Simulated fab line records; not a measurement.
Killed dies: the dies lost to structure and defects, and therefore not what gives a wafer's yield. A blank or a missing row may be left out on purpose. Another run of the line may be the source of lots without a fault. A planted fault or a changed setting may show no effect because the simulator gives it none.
Which tool did it? / flow nand-harc / 19 wafers from 7 lots sampled at 2 of the route's 1302 steps

## WHAT THE GAUGES SHOWED, per wafer
NHARC_A_ONON_D1_THK_MEAS_11: measures by ellipsometry.
lot=L348; measured=day 8 00:25; on=film-metro-02; thk-nm (nm)=1004 1004 1006
lot=L350; measured=day 9 04:48; on=film-metro-02; thk-nm (nm)=987 986 987
lot=L352; measured=day 10 01:41; on=film-metro-02; thk-nm (nm)=981 979 981
lot=L358; measured=day 12 09:54; on=film-metro-02; thk-nm (nm)=1331 1330
lot=L362; measured=day 14 00:11; on=film-metro-01; thk-nm (nm)=1335 1007
lot=L365; measured=day 15 10:20; on=film-metro-02; thk-nm (nm)=994 998 995
lot=L368; measured=day 16 12:39; on=film-metro-02; thk-nm (nm)=1008 1004 1004

## WHICH TOOL RAN EACH LOT (tool, then ch and the chambers of the sampled wafers, then the start)
lot=L348; NHARC_A_ONON_D1_DEP_09=pecvd-onon-02 ch 0, day 7 23:54
lot=L350; NHARC_A_ONON_D1_DEP_09=pecvd-onon-04 ch 0, day 9 04:17
lot=L352; NHARC_A_ONON_D1_DEP_09=pecvd-onon-01 ch 0, day 10 01:10
lot=L358; NHARC_A_ONON_D1_DEP_09=pecvd-onon-02 ch 0, day 12 09:26
lot=L362; NHARC_A_ONON_D1_DEP_09=pecvd-onon-02 ch 0, day 13 23:44
lot=L365; NHARC_A_ONON_D1_DEP_09=pecvd-onon-01 ch 0, day 15 09:50
lot=L368; NHARC_A_ONON_D1_DEP_09=pecvd-onon-01 ch 0, day 16 12:08
- NHARC_A_ONON_D1_DEP_09: target thk 1000 nm.

## THE ANSWER, worked out from the rows above alone
Rule: usual is defined by the lots themselves. Put in order of their means at a reading, lots are off if they are a third of the lots or fewer, leave a main group of 4 or more, and stand apart from it by a gap of 3 or more times the standard deviation of the main group's means; of several such gaps the widest counts. Not used: any main group whose means are identical at the precision the tables above print for the reading. A lot without any number at a reading at which 4 lots or more have one is off too. Where the step has rows for the other lots, those lots are counted as sound.
Off: L358, L362, at NHARC_A_ONON_D1_THK_MEAS_11 (thk-nm). Mean 995 nm and standard deviation 9.8 in the main group.
If a tool, at a process step before that reading, ran all the lots that are off and no sound lot after the first of them, it fits. Those tools and the gauges at NHARC_A_ONON_D1_THK_MEAS_11 are tried in the same way. One candidate fits, namely pecvd-onon-02 at NHARC_A_ONON_D1_DEP_09. A fault onset in the window from L348 (day 7 23:54, its last sound lot) to L358 (day 12 09:26, its first lot off) fits.

## WHAT THE SIMULATOR HAD PUT IN
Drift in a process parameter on pecvd-onon-02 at NHARC_A_ONON_D1_DEP_09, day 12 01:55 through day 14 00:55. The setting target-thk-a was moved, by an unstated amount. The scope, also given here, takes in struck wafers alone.
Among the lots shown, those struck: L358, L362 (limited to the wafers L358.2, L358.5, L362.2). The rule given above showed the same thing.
